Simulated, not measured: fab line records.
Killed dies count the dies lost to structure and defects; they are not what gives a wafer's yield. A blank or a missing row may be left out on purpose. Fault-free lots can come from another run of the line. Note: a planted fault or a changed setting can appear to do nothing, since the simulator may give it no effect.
The tool behind it: which one?	flow nandHarc	6 lots (18 wafers sampled), 1 step of a 1302-step route

WHAT THE GAUGES READ, wafer by wafer
NHARC_A_CONTACT_INSPECT_71.
lot	measured	on	rawDefectCount
L752	day 22 06:13	defectInspect-02	75 68 77
L754	day 23 07:06	defectInspect-01	123 88 130
L767	day 27 23:46	defectInspect-02	110 114 103
L771	day 30 03:50	defectInspect-02	40 39 43
L772	day 30 21:15	defectInspect-01	59 60 62
L774	day 32 07:41	defectInspect-01	101 113 100

WHICH TOOL RAN EACH LOT (tool, then ch and the chambers of the sampled wafers, then the start)
No process step before these readings appears in the record.

THE ANSWER, worked out from the rows above alone
Rule: the usual values come from the lots themselves. Put in order of their means at a reading, lots are off if they are a third of the lots or fewer, leave a main group of 4 or more, and stand apart from it by a gap of 3 or more times the standard deviation of the main group's means; of several such gaps the widest counts. If all means in a main group match to the digits the tables above print for the reading, that group is not used. A lot without any number at a reading at which 4 lots or more have one is off too. Where the step has rows for the other lots, those lots are counted as sound.
Across all readings shown, no lot is off: no conclusion can be drawn from this.

WHAT THE SIMULATOR HAD PUT IN
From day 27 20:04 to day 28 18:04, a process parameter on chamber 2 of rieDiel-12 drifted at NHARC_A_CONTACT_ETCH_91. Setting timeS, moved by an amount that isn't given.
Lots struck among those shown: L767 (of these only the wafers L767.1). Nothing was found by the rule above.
